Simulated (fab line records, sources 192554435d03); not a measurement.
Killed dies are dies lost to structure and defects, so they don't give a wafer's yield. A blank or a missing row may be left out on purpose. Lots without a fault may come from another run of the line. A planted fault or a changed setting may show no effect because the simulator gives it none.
fab line records | flow n5_finfet | part 2 of 2: steps 5 to 6 of 6
record lots=23 wafers=69 last_day=17
route steps=1938 shown BEOL_M1@832 BEOL_M2@863
lots that met no fault: from a run of the same line without faults
start_h: hours from the record's first day to the start of the lot's first wafer shown | wait_h: hours since the lot's step before | " the same as in the row above | L1.1+2: a row that stands for several wafers | - no value, or no start given | * or withheld: withheld | < > ~ a bound
route shown NAME@n: a module of which the file shows steps, and the number in the route of the first | usual: mean/standard deviation of fault-free wafers | same: alike in all rows | chamber/n: place in a boat | sites: the reading at each site | _std_site: their standard deviation | _edge_site: outer sites' mean less inner sites' | radius_mm: how far each site lies from the wafer's centre | mask NAME#n: copy n | behind: the tool/chamber that last shaped the wafer | hold: why the lot was held/for how many hours/how that ended | device: the transistor (n, p or np) that didn't switch | end of line: the same wafers' tests at the end of the route | a step without rows: its recipe alone | killed: dies lost to structure and defects at the first sort, not the wafer's yield | map: a wafer's dies, x killed, . not, _ none there
set.NAME: the setting as run; set.NAME@STEP: as run at that earlier step | model.NAME: the simulator's own value behind a step, which no gauge read
steps of the route over a sample of lots; a table a step, a row a wafer
services: from which hour (start_h, from the record's first day; less than 0 if before it) a tool's chamber was out of use, for how many hours, and why
## steps
# step N5_BEOL_M2_STRIP_66
# recipe chemistry=CF4 resist=SiARC power_w=300 bias_power_w=75 pressure_mtorr=50 cf4_flow_sccm=150 rf_frequency_hz=6e+07
# usual drypump_motor_current_A=5.7/0.5 oes_product_au=0.76/0.05 rf_fwd_power_W=292.8/0.99 rf_vpp_V=271.8/1.2 showerhead_plenum_p_Torr=1.82/0.039 throttle_valve_pct=13.66/0.2
# columns lot.wafer tool chamber start_h wait_h drypump_motor_current_A oes_product_au rf_fwd_power_W rf_hours_counter_h rf_vpp_V showerhead_plenum_p_Torr throttle_valve_pct
L074.3 rie_diel-06 2 139.28 0.0 5.5 0.79 293.6 99 270.8 1.81 13.49
L074.5 " 3 " " 5.7 0.83 292.5 - 272.1 1.81 13.57
L074.6 " 2 " " 5.5 0.78 292.7 - 271.3 1.81 13.49
L075.3 rie_diel-05 1 139.34 0.0 6.2 0.84 293.2 67 271.8 1.82 13.55
L075.4 " 2 " " 4.9 0.74 292.9 172 271.2 1.86 13.41
L075.6 " 2 " " 4.9 0.74 292.8 - 272.7 1.86 13.41
L076.3 rie_diel-05 3 150.97 0.0 5.5 0.82 292.1 79 273.7 1.88 13.33
L076.4 " 0 " " 5.5 0.77 293.5 106 271.8 1.80 13.76
L076.6 " 1 " " 6.2 0.83 292.5 - 271.5 1.82 13.58
L077.2 rie_diel-06 3 154.17 0.0 5.7 0.82 293.6 80 272.1 1.81 13.58
L077.5 " 3 " " 5.7 0.81 292.4 - 272.3 1.81 13.57
L077.6 " 0 " " 6.4 0.70 293.2 - 271.4 1.79 13.91
L078.1 rie_diel-05 1 162.67 0.0 6.2 0.83 292.0 76 271.2 1.81 13.58
L078.3 " 3 " " 5.5 0.82 293.1 83 273.4 1.88 13.36
L078.6 " 0 " " 5.5 0.77 293.5 - 272.4 1.80 13.76
L079.1 rie_diel-06 2 169.38 0.0 5.5 0.77 292.6 113 271.1 1.81 13.52
L079.3 " 0 " " 6.4 0.71 293.9 198 270.3 1.78 13.93
L079.5 " 3 " " 5.7 0.81 293.9 - 271.7 1.80 13.62
L080.1 rie_diel-05 2 170.62 0.0 4.9 0.73 293.6 182 272.9 1.86 13.44
L080.2 " 1 " " 6.2 0.82 293.4 81 271.7 1.81 13.59
L080.4 " 3 " " 5.5 0.81 290.6 89 273.8 1.88 13.37
L081.2 rie_diel-06 2 176.30 0.0 5.5 0.77 292.7 116 271.0 1.81 13.50
L081.5 " 3 " " 5.7 0.82 292.5 - 271.6 1.80 13.61
L081.6 " 2 " " 5.5 0.77 293.3 - 271.4 1.81 13.49
L082.1 rie_diel-06 0 185.59 0.0 6.4 0.70 294.2 204 273.0 1.78 13.95
L082.2 " 3 " " 5.7 0.80 292.5 94 271.0 1.80 13.62
L082.3 " 1 " " 5.7 0.69 290.6 206 271.5 1.86 13.80
L083.3 rie_diel-06 1 188.58 0.0 5.7 0.68 292.2 207 274.3 1.86 13.82
L083.4 " 2 " " 5.5 0.78 291.0 119 271.4 1.81 13.52
L083.5 " 0 " " 6.4 0.69 292.4 - 270.9 1.78 13.96
L084.3 rie_diel-05 0 192.97 0.0 5.5 0.76 291.5 124 270.9 1.80 13.79
L084.4 " 3 " " 5.5 0.81 294.8 96 273.0 1.88 13.38
L084.6 " 0 " " 5.5 0.76 293.7 - 271.4 1.80 13.80
L086.2 rie_diel-05 3 204.98 0.0 5.5 0.79 293.1 102 274.1 1.88 13.38
L086.3 " 2 " " 4.9 0.72 294.2 195 272.2 1.85 13.44
L086.5 " 0 " " 5.5 0.75 294.2 - 270.0 1.80 13.82
L085.2 rie_diel-05 2 208.95 0.0 4.9 0.72 292.1 196 272.8 1.85 13.48
L085.4 " 0 " " 5.5 0.76 292.6 131 272.3 1.79 13.80
L085.5 " 1 " " 6.2 0.80 294.0 - 269.4 1.81 13.63
L087.3 rie_diel-02 3 218.52 0.0 5.9 0.74 293.7 133 272.2 1.80 13.90
L087.4 " 1 " " 6.3 0.69 292.6 236 270.2 1.76 13.51
L087.5 " 1 " " 6.3 0.69 292.8 - 270.6 1.76 13.51
L088.1 rie_diel-02 3 219.11 0.0 5.9 0.75 291.4 133 271.3 1.80 13.90
L088.3 " 1 " " 6.3 0.68 294.6 237 271.6 1.76 13.53
L088.5 " 1 " " 6.2 0.69 291.1 - 270.6 1.76 13.52
L089.1 rie_diel-02 3 224.36 0.0 5.9 0.74 292.6 135 272.0 1.80 13.91
L089.5 " 3 " " 5.9 0.74 290.4 - 271.4 1.80 13.91
L089.6 " 0 " " 6.5 0.83 292.2 - 274.7 1.88 13.55
L091.1 rie_diel-05 0 237.59 0.0 5.5 0.74 294.7 141 272.3 1.79 13.84
L091.2 " 2 " " 4.9 0.72 293.7 206 271.7 1.85 13.49
L091.6 " 2 " " 4.9 0.71 294.3 - 273.2 1.85 13.47
L092.1 rie_diel-02 1 243.09 0.0 6.3 0.69 292.9 246 270.0 1.76 13.52
L092.3 " 3 " " 5.9 0.74 292.0 142 270.6 1.80 13.94
L092.4 " 0 " " 6.5 0.83 291.6 78 273.6 1.88 13.57
L093.2 rie_diel-02 3 251.48 0.0 5.9 0.74 292.3 145 270.6 1.79 13.93
L093.4 " 1 " " 6.3 0.68 292.7 250 271.9 1.76 13.55
L093.5 " 1 " " 6.3 0.68 291.1 - 271.3 1.76 13.54
L094.1 rie_diel-02 3 251.96 0.0 5.8 0.73 291.8 145 271.3 1.80 13.93
L094.2 " 0 " " 6.5 0.82 291.2 81 273.2 1.88 13.57
L094.3 " 2 " " 5.1 0.70 291.1 207 272.2 1.78 14.04
L095.2 rie_diel-05 3 255.42 0.0 5.4 0.78 292.7 119 271.3 1.87 13.44
L095.3 " 0 " " 5.5 0.74 293.3 148 269.4 1.79 13.85
L095.5 " 3 " " 5.4 0.78 293.3 - 273.1 1.87 13.42
L096.2 rie_diel-05 1 265.20 0.0 6.2 0.79 293.8 118 270.7 1.80 13.70
L096.4 " 3 " " 5.5 0.78 292.9 122 273.9 1.87 13.44
L096.5 " 1 " " 6.2 0.79 293.2 - 272.3 1.80 13.68
L097.1 rie_diel-06 0 265.69 0.0 6.4 0.67 294.2 235 268.7 1.77 14.01
L097.3 " 2 " " 5.5 0.74 291.6 150 270.1 1.80 13.58
L097.5 " 0 " " 6.4 0.68 293.6 - 272.1 1.77 14.00
# step N5_BEOL_M2_DESCUM_33
# recipe chemistry=O2 time_s=7 source_power_w=50 bias_power_w=20 pressure_mtorr=20 rf_frequency_hz=2.712e+07 temp_c=40 resist=CAR-EUV o2_flow_sccm=225
# usual drypump_motor_current_A=5.7/0.5 o2_flow_sccm=225.1/0.65 oes_product_au=0.77/0.055 rf_fwd_power_W=49.33/0.23 rf_vpp_V=243.7/1.1 showerhead_plenum_p_Torr=2.13/0.05 throttle_valve_pct=20.52/0.25
# columns lot.wafer tool chamber start_h wait_h drypump_motor_current_A o2_flow_sccm oes_product_au rf_fwd_power_W rf_hours_counter_h rf_vpp_V showerhead_plenum_p_Torr throttle_valve_pct
L074.3 rie_diel-02 3 140.07 0.0 5.9 225.5 0.77 49.04 110 243.1 2.11 20.73
L074.5 " 2 " " 5.1 225.8 0.73 49.65 - 242.7 2.10 20.96
L074.6 " 1 " " 6.3 226.1 0.71 49.43 - 242.0 2.06 20.16
L075.3 rie_diel-05 0 140.13 0.0 5.5 224.9 0.80 49.10 103 241.6 2.11 20.68
L075.4 " 3 " " 5.5 225.6 0.84 49.51 75 245.6 2.23 20.37
L075.6 " 0 " " 5.5 225.8 0.81 49.25 - 244.0 2.11 20.69
L076.3 rie_diel-02 3 151.81 0.0 5.9 225.8 0.78 49.03 114 243.5 2.11 20.74
L076.4 " 0 " " 6.5 224.8 0.88 49.49 48 244.8 2.20 20.32
L076.6 " 1 " " 6.3 225.1 0.70 49.36 - 243.1 2.06 20.19
L077.2 rie_diel-05 2 155.47 0.5 4.9 226.2 0.74 49.41 178 244.0 2.17 20.15
L077.5 " 2 " " 4.9 225.5 0.74 49.29 - 245.4 2.17 20.15
L077.6 " 3 " " 5.5 226.0 0.84 49.87 - 246.1 2.23 20.37
L078.1 rie_diel-05 3 163.72 0.1 5.4 226.5 0.83 49.93 84 245.1 2.23 20.37
L078.3 " 1 " " 6.2 225.2 0.84 49.14 76 243.6 2.12 20.61
L078.6 " 1 " " 6.2 225.1 0.85 49.31 - 243.9 2.12 20.60
L079.1 rie_diel-05 3 171.28 0.8 5.5 224.9 0.82 49.32 89 245.8 2.23 20.39
L079.3 " 1 " " 6.2 225.7 0.84 49.40 82 244.4 2.12 20.60
L079.5 " 2 " " 4.9 225.2 0.74 49.43 - 243.7 2.17 20.15
L080.1 rie_diel-05 1 172.29 0.7 6.2 225.3 0.84 49.38 82 243.5 2.12 20.61
L080.2 " 3 " " 5.5 224.4 0.81 49.38 90 245.3 2.23 20.39
L080.4 " 0 " " 5.5 225.1 0.79 49.27 118 243.2 2.11 20.71
L081.2 rie_diel-06 2 177.10 0.0 5.5 225.1 0.78 49.24 116 243.5 2.09 20.25
L081.5 " 2 " " 5.5 224.7 0.77 49.09 - 243.0 2.09 20.25
L081.6 " 3 " " 5.7 224.1 0.82 49.52 - 243.6 2.12 20.63
L082.1 rie_diel-02 3 186.38 0.0 5.9 224.7 0.75 48.84 122 244.4 2.11 20.75
L082.2 " 0 " " 6.5 224.0 0.87 49.12 56 243.8 2.20 20.33
L082.3 " 1 " " 6.3 225.1 0.70 49.13 225 244.5 2.05 20.17
L083.3 rie_diel-02 2 189.44 0.0 5.1 225.3 0.72 49.41 191 243.4 2.10 20.97
L083.4 " 0 " " 6.5 223.5 0.86 49.34 57 245.5 2.20 20.35
L083.5 " 1 " " 6.3 224.2 0.70 49.29 - 242.2 2.05 20.19
L084.3 rie_diel-06 3 193.89 0.0 5.7 225.4 0.82 49.21 96 243.0 2.12 20.65
L084.4 " 2 " " 5.5 225.8 0.77 49.35 122 244.3 2.09 20.26
L084.6 " 2 " " 5.5 225.1 0.77 49.44 - 244.5 2.09 20.26
L086.2 rie_diel-06 1 205.78 0.0 5.7 224.8 0.68 49.19 215 244.1 2.17 20.62
L086.3 " 3 " " 5.7 226.0 0.82 49.22 102 245.8 2.12 20.64
L086.5 " 1 " " 5.7 226.3 0.68 49.35 - 243.3 2.17 20.65
L085.2 rie_diel-02 1 209.89 0.2 6.3 224.6 0.69 49.10 233 243.0 2.05 20.21
L085.4 " 3 " " 5.9 223.5 0.75 49.16 130 243.3 2.10 20.75
L085.5 " 3 " " 5.8 224.6 0.75 48.88 - 243.0 2.10 20.75
L087.3 rie_diel-05 3 219.31 0.0 5.5 224.4 0.81 49.71 106 244.6 2.22 20.41
L087.4 " 0 " " 5.5 225.1 0.78 48.92 134 242.6 2.10 20.73
L087.5 " 3 " " 5.5 226.0 0.81 49.75 - 244.4 2.22 20.42
L088.1 rie_diel-05 3 220.03 0.3 5.4 224.7 0.80 49.43 106 245.2 2.22 20.41
L088.3 " 1 " " 6.2 225.5 0.82 49.45 99 243.5 2.12 20.62
L088.5 " 0 " " 5.5 224.6 0.78 48.92 - 243.9 2.10 20.75
L089.1 rie_diel-06 2 225.90 0.8 5.5 224.3 0.76 49.28 135 242.7 2.09 20.26
L089.5 " 0 " " 6.4 224.0 0.69 49.51 - 242.4 2.08 20.93
L089.6 " 1 " " 5.7 224.7 0.67 49.22 - 243.2 2.17 20.66
L091.1 rie_diel-05 3 238.38 0.0 5.5 224.4 0.79 49.40 113 245.1 2.22 20.43
L091.2 " 2 " " 4.9 225.4 0.72 49.74 207 245.3 2.16 20.18
L091.6 " 2 " " 4.9 225.0 0.72 49.40 - 244.5 2.16 20.18
L092.1 rie_diel-05 2 244.18 0.0 4.9 225.5 0.72 49.07 208 245.0 2.16 20.18
L092.3 " 1 " " 6.2 224.7 0.81 49.31 109 242.6 2.11 20.66
L092.4 " 0 " " 5.5 225.7 0.77 49.08 143 243.3 2.10 20.75
L093.2 rie_diel-06 0 252.58 0.3 6.4 225.8 0.68 49.47 231 241.4 2.07 20.94
L093.4 " 2 " " 5.5 225.1 0.74 49.72 145 241.2 2.08 20.29
L093.5 " 0 " " 6.4 225.2 0.68 49.68 - 241.9 2.07 20.93
L094.1 rie_diel-05 2 253.28 0.3 4.9 225.3 0.71 49.49 213 244.6 2.16 20.19
L094.2 " 3 " " 5.5 225.3 0.79 49.39 118 243.7 2.22 20.44
L094.3 " 1 " " 6.2 225.8 0.80 49.20 114 244.3 2.11 20.68
L095.2 rie_diel-05 2 256.42 0.2 4.9 225.3 0.71 49.53 214 244.2 2.16 20.22
L095.3 " 1 " " 6.2 224.2 0.81 49.32 115 244.4 2.11 20.66
L095.5 " 2 " " 4.9 224.4 0.72 49.52 - 243.0 2.16 20.21
L096.2 rie_diel-02 3 265.99 0.0 5.9 223.9 0.73 48.88 152 242.7 2.09 20.79
L096.4 " 2 " " 5.1 225.6 0.70 49.32 - 242.5 2.09 21.00
L096.5 " 3 " " 5.9 223.9 0.73 48.61 - 242.9 2.09 20.81
L097.1 rie_diel-05 3 266.39 0.0 5.5 226.3 0.78 50.01 123 244.2 2.22 20.44
L097.3 " 2 " " 4.9 225.4 0.72 49.47 218 244.4 2.16 20.21
L097.5 " 2 " " 4.9 224.4 0.71 49.53 - 244.5 2.16 20.20
## services
# columns tool chamber start_h hours kind
cvd_co-02 1 114.74 - clean
cvd_co-02 1 114.74 22.0 scheduled_down
cvd_co-02 1 114.74 22.0 vent_cycle
cvd_co-02 - 123.56 6.9 pm
cvd_co-02 - 130.46 2.8 pm
cvd_co-01 - 134.02 1.2 repair
cmp-02 - 148.75 66.2 repair
rie_diel-02 - 156.72 16.8 repair
rie_diel-06 1 161.09 4.9 repair
rie_diel-05 2 164.28 5.6 repair
cvd_co-02 1 187.00 10.4 repair
cmp-04 - 192.23 4.0 pm
cmp-03 - 196.27 4.3 pm
rie_diel-06 3 211.16 15.1 repair
cvd_co-01 0 211.71 6.2 repair
cmp-03 - 222.71 2.0 repair
cmp-04 - 223.82 2.0 repair
rie_diel-02 2 226.34 13.2 repair
rie_diel-06 1 233.21 4.6 repair
rie_diel-06 - 242.52 0.3 repair
cmp-03 - 249.92 4.0 pm
rie_diel-02 1 251.75 - clean
rie_diel-02 1 251.75 - consumable_replace:focus_ring
cmp-04 - 254.89 5.3 pm
